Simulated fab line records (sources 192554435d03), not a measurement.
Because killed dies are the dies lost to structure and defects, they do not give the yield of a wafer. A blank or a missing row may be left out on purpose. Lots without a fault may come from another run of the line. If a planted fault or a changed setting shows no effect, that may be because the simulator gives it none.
A lot that was struck, set against a sound lot + flow n5-finfet + 15 out of 1938 route steps
Sound: the wafers L945.1, L945.3, L945.4. Struck: wafers L955.5, L955.6 (left out: L955.2, a lot-mate that was not struck); the cause follows at the end.
For every step that has rows: the tool of each side, followed by ch and its chambers, followed by its first start. Under that, the readings that differ: sound wafers + struck wafers + difference of the means + sigmas: that difference in standard deviations of wafers without a fault.
alike: same words and numbers on both sides, and readings whose means sit less than 2 such deviations apart. not compared: any withheld reading, any reading some wafer has no value for, any bound like >300 that may hide the same value, and any number with overlapping values for which the record gives no deviation.
A row with sigmas, a row that says differs or no value, or rows on one side alone: a step with any of these is where the two part. When numbers do not overlap yet have no deviation, they are printed without sigmas and do not part them. A reading missing from all wafers of one side parts the sides only when that side holds two or more wafers.

first, 1 step without rows for these wafers: N5_BEOL_M6_TRENCH_ETCH_37 (etches SiCOH lowk in C4F6/O2, target depth 94.435 nm, time 31.5 s).
N5_BEOL_M6_ETCH_41: etches SiCN in CH3F/O2, target depth 29.7 nm, time 52 s.
  sound on rie-diel-03 ch 0,2,3; struck on rie-diel-03 ch 2,3
| reading                | sound      | struck | difference                    | sigmas |
|------------------------|------------|--------|-------------------------------|--------|
| rf-hours-counter-h (h) | 37 242 122 | - -    | no value on the struck wafers |        |
  alike: drypump-motor-current-A, oes-product-au, rf-vpp-V, showerhead-plenum-p-Torr, throttle-valve-pct
N5_BEOL_M6_STRIP_80: strips in N2/H2, time 10 s.
  sound on rie-diel-03 ch 0,2,3; struck on rie-diel-03 ch 2,3
| reading                | sound      | struck | difference                    | sigmas |
|------------------------|------------|--------|-------------------------------|--------|
| rf-hours-counter-h (h) | 37 242 122 | - -    | no value on the struck wafers |        |
  alike: drypump-motor-current-A, oes-product-au, rf-vpp-V, showerhead-plenum-p-Torr, throttle-valve-pct
N5_BEOL_M6_OCD_MEAS_38:
  sound on ocd-01, day 9 08:52; struck on ocd-02, day 11 18:14
  alike: trench-depth-nm
then, 4 steps without rows for these wafers: N5_BEOL_M6_HM_STRIP_39 (strips TiN in peroxide tin strip, target depth 25 nm, time 158 s); N5_BEOL_M6_SRD_40 (time 30 s); N5_BEOL_M6_PRECLEAN_42 (cleans in residue remover, time 60 s); N5_BEOL_M6_SRD_43 (time 30 s).
N5_BEOL_M6_CD_MEAS_35: target cd 40 nm, target cd y 28 nm.
  sound on cd-sem-03, day 9 09:02; struck on cd-sem-03, day 11 18:24
  alike: cd-nm
then, 1 step without rows for these wafers: N5_BEOL_M6_CURE_75 (cures SiCOH lowk, time 120 s).
N5_BEOL_M6_DEGAS_44: time 60 s.
  sound on pvd-sputter-01, day 9 09:57; struck on pvd-sputter-03, day 11 20:40
  alike: heater-power-w
N5_BEOL_M6_PRE_CLEAN_45: time 30 s.
  sound on pvd-sputter-01, day 9 09:59; struck on pvd-sputter-03, day 11 20:42
  alike: heater-power-w
N5_BEOL_M6_ALD_77: deposits TaN, target thk 2 nm, pulse time 2 s, purge time 3 s.
  sound on ald-metal-04 ch 0,1,3, day 9 10:03; struck on ald-metal-04 ch 2,3, day 11 20:47
| reading                      | sound | struck        | difference | sigmas |
|------------------------------|-------|---------------|------------|--------|
| co-reactant-pulse-time-s (s) | 3 3 3 | 3.5774 3.5774 | +0.5774    |        |
  alike: heater-power-w, precursor-vessel-carrier-sccm
N5_BEOL_M6_SURFACE_TREAT_79:
  sound on pvd-sputter-03, day 9 10:26; struck on pvd-sputter-03, day 11 21:16
  not compared: throttle-valve-pct
N5_PASSIVATION_PROBE_49:
  the record holds rows for the sound wafers here (prober-02, day 13 00:40) but none for the struck ones

## WHERE THEY PART
At N5_BEOL_M6_ETCH_41 first; at N5_PASSIVATION_PROBE_49 last (within this record only).

WHY: the cause the simulator had injected
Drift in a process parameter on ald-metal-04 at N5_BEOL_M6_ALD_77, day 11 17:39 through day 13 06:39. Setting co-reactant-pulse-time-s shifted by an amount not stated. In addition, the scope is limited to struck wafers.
